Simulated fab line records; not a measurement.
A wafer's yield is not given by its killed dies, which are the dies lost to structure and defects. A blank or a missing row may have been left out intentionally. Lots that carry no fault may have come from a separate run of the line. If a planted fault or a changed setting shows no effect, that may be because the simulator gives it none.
Struck lot and sound lot, side by side :: flow n5Finfet :: 40 steps out of a route of 1938
Sound: these wafers, L892.1, L892.3, L892.6. Struck: wafer L896.2 (L896.5, L896.6, from the same lot, were not struck and are left out); the cause is given at the end.
For every step that has rows: the tool of each side, followed by ch and its chambers, followed by its first start. Under that, the readings that differ: sound wafers :: struck wafers :: difference of the means :: sigmas: that difference in standard deviations of wafers without a fault.
alike: a reading whose means differ by less than 2 such deviations, as well as words and numbers matching on both sides. not compared: withheld readings; readings where some wafer has no value; bounds like >300 that might hide an equal value; numbers whose values overlap and for which the record gives no deviation.
The two part at a step that has a row with sigmas, a row that says differs or no value, or rows on one side only. Numbers that don't overlap but have no deviation are shown without sigmas and don't part them. A reading missing from all wafers of one side parts the sides only when that side holds two or more wafers.

first, 9 steps without rows for these wafers: N5_BEOL_M5_DESCUM_33 (chemistry O2, time 7 s); N5_BEOL_M5_ETCH_75 (etches underlayer in N2/H2, target depth 6.5 nm, time 5.2 s); N5_BEOL_M5_ETCH_67 (etches SiARC in CF4, target depth 15.6 nm, time 26 s); N5_BEOL_M5_ETCH_68 (etches SOC in N2/H2, target depth 80 nm, overetch 16 nm, time 120 s); N5_BEOL_M5_STRIP_69 (strips in N2/H2); N5_BEOL_M5_STRIP_76 (strips in N2/H2); N5_BEOL_M5_VIA_ETCH_34 (etches SiCOH lowk in C4F6/O2, target depth 88.3 nm, time 39.2 s); N5_BEOL_M5_STRIP_85 (strips in C4F6/O2); N5_BEOL_M5_STRIP_36 (strips in N2/H2).
N5_BEOL_M5_TRENCH_ETCH_37: etches SiCOH lowk in C4F6/O2, target depth 71.652 nm, time 24.7 s.
  sound on rieDiel-06 ch 1,3, day 12 05:11; struck on rieDiel-06 ch 0, day 13 11:03
reading: chamberPressureMTorr (mTorr)
sound: 29.940 30.009 29.970
struck: 30.046
difference: +0.073
sigmas: +3

reading: throttleValvePct (%)
sound: 21.29 21.01 21.29
struck: 20.64
difference: -0.56
sigmas: -2

reading: model.etch.depthNm (nm)
sound: 71.41 73 70.55
struck: 48.27
difference: -23.38
sigmas: 

reading: model.BEOL_M5.featureDepthNm (nm)
sound: 71.4 73 70.6
struck: 48.2
difference: -23.5
sigmas: 

reading: model.TiN_of_BEOL_M5_HM_DEP_02.thkNm (nm)
sound: 18.4 17.8 18
struck: 18.6
difference: +0.5
sigmas: 
  alike: drypumpMotorCurrentA, oes_f_703_au, oesProductAu, rfVppV, showerheadPlenumPTorr
  not compared: rfHoursCounterH
then, 2 steps without rows for these wafers: N5_BEOL_M5_ETCH_41 (etches SiCN in CH3F/O2, target depth 31.5 nm, time 56.7 s); N5_BEOL_M5_STRIP_91 (strips in N2/H2, time 10 s).
N5_BEOL_M5_OCD_MEAS_38:
  sound on ocd-02 at day 12 05:20; struck on ocd-01 at day 13 11:13
reading: trenchDepthNm (nm)
sound: 71.0 73.1 71.2
struck: 48.5
difference: -23.3
sigmas: -16
then, 21 steps without rows for these wafers: N5_BEOL_M5_HM_STRIP_39 (strips TiN in peroxide tin strip, target depth 25 nm, time 158 s); N5_BEOL_M5_SRD_40 (time 30 s); N5_BEOL_M5_PRECLEAN_42 (cleans in residue remover, time 60 s); N5_BEOL_M5_SRD_43 (time 30 s); N5_BEOL_M5_CURE_80 (cures SiCOH lowk, time 120 s); N5_BEOL_M5_DEGAS_44 (time 60 s); N5_BEOL_M5_PRE_CLEAN_45 (time 30 s); N5_BEOL_M5_ALD_86 (deposits TaN, pulse time 2 s, purge time 3 s, co reactant purge time 2 s); N5_BEOL_M5_SURFACE_TREAT_87; N5_BEOL_M5_CVD_47 (deposits Co from CCTBA/H2, target thk 3 nm, time 216 s); N5_BEOL_M5_SPUTTER_48 (material Cu, target thk 15 nm, time 27.62 s); N5_BEOL_M5_ANNEAL_49 (time 1800 s); N5_BEOL_M5_SPUTTER_81 (material Cu, target thk 15 nm, time 27.62 s); N5_BEOL_M5_ANNEAL_82 (time 1800 s); N5_BEOL_M5_SPUTTER_83 (material Cu, target thk 15 nm, time 27.62 s); N5_BEOL_M5_ANNEAL_84 (time 1800 s); N5_BEOL_M5_SPUTTER_88 (material Cu, target thk 15 nm, time 27.62 s); N5_BEOL_M5_ANNEAL_89 (time 1800 s); N5_BEOL_M5_SPUTTER_90 (material Cu, target thk 4.5 nm, time 8.29 s); N5_BEOL_M5_ECD_50 (material Cu, target thk 300 nm); N5_BEOL_M5_ANNEAL_51 (time 90 s).
N5_BEOL_M5_CMP_52: polishes, stops on SiCOH lowk, t overpolish 6.9 s, target thk 62 nm.
  sound on cmp-04 ch 0,1, day 12 12:10; struck on cmp-03 ch 2, day 13 18:02
reading: model.Cu_of_BEOL_M5_ECD_50.thkNm (nm)
sound: 61.4 65.6 62.2
struck: 39
difference: -24
sigmas: 
  alike: barrierFieldEndpointS, motorCurrentA, overpolishRunS, timeToEndpointS
N5_BEOL_M5_THK_MEAS_53: measures by xrf.
  sound on filmMetro-02 at day 12 12:28; struck on filmMetro-02 at day 13 18:20
reading: M5_THK (nm)
sound: 62.3 67.1 63.5
struck: 39.6
difference: -24.7
sigmas: -12
then, 2 steps without rows for these wafers: N5_BEOL_M5_PRE_CLEAN_77 (time 15 s); N5_BEOL_M5_CO_CAP_78 (material Co, precursor CCTBA/H2, target thk 2 nm, time 102.1 s).
N5_BEOL_M5_RS_MEAS_57: a four-point-probe measurement.
  sound on filmMetro-02 at day 12 12:46; struck on filmMetro-02 at day 13 18:35
reading: M5_RS (ohm/sq)
sound: 0.390 0.360 0.383
struck: 0.694
difference: +0.316
sigmas: +20
-- the record jumps here: 4 days lie between the struck wafers' starts before and after (it left off in module BEOL_M5 and takes up again in module BEOL_M15, whose first step shown is number 1830 of the route) --
N5_BEOL_M15_RC_MEAS_101:
  sound on prober-02 ch 0, day 15 22:17; struck on prober-01 ch 0, day 17 07:29
reading: COMB_M10 (S/m)
sound: 1.41e-11 1.18e-11 1.41e-11
struck: 2.17e-11
difference: +8.37e-12
sigmas: +3

reading: COMB_M12 (S/m)
sound: 6.6e-12 1.01e-11 8.4e-12
struck: 5e-12
difference: -3e-12
sigmas: -3

reading: COMB_M12_max_site (S/m)
sound: 1e-11 1.43e-11 9.8e-12
struck: 6.9e-12
difference: -4.5e-12
sigmas: -2

reading: SERP_M12 (ohm/um)
sound: 0.650 0.664 0.642
struck: 0.607
difference: -0.045
sigmas: -3

reading: SERP_M5 (ohm/um)
sound: 41.0 37.2 39.3
struck: 68.7
difference: +29.5
sigmas: +15

reading: SERP_M5_max_site (ohm/um)
sound: 43.4 37.9 41.2
struck: 71.8
difference: +31.0
sigmas: +14
  alike: COMB_M10_max_site, COMB_M11, COMB_M11_max_site, COMB_M13, COMB_M14, COMB_M15, COMB_M15_max_site, COMB_M6, COMB_M7, COMB_M8, COMB_M9, SERP_M10, SERP_M13, SERP_M14, SERP_M6, SERP_M6_max_site, SERP_M7, SERP_M8, SERP_M9

== WHERE THEY PART ==
First at N5_BEOL_M5_TRENCH_ETCH_37; last, within this record, at N5_BEOL_M15_RC_MEAS_101.

WHY: what had been put in by the simulator
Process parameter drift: rieDiel-06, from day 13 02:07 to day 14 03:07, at N5_BEOL_M5_TRENCH_ETCH_37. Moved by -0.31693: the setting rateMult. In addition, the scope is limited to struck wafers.
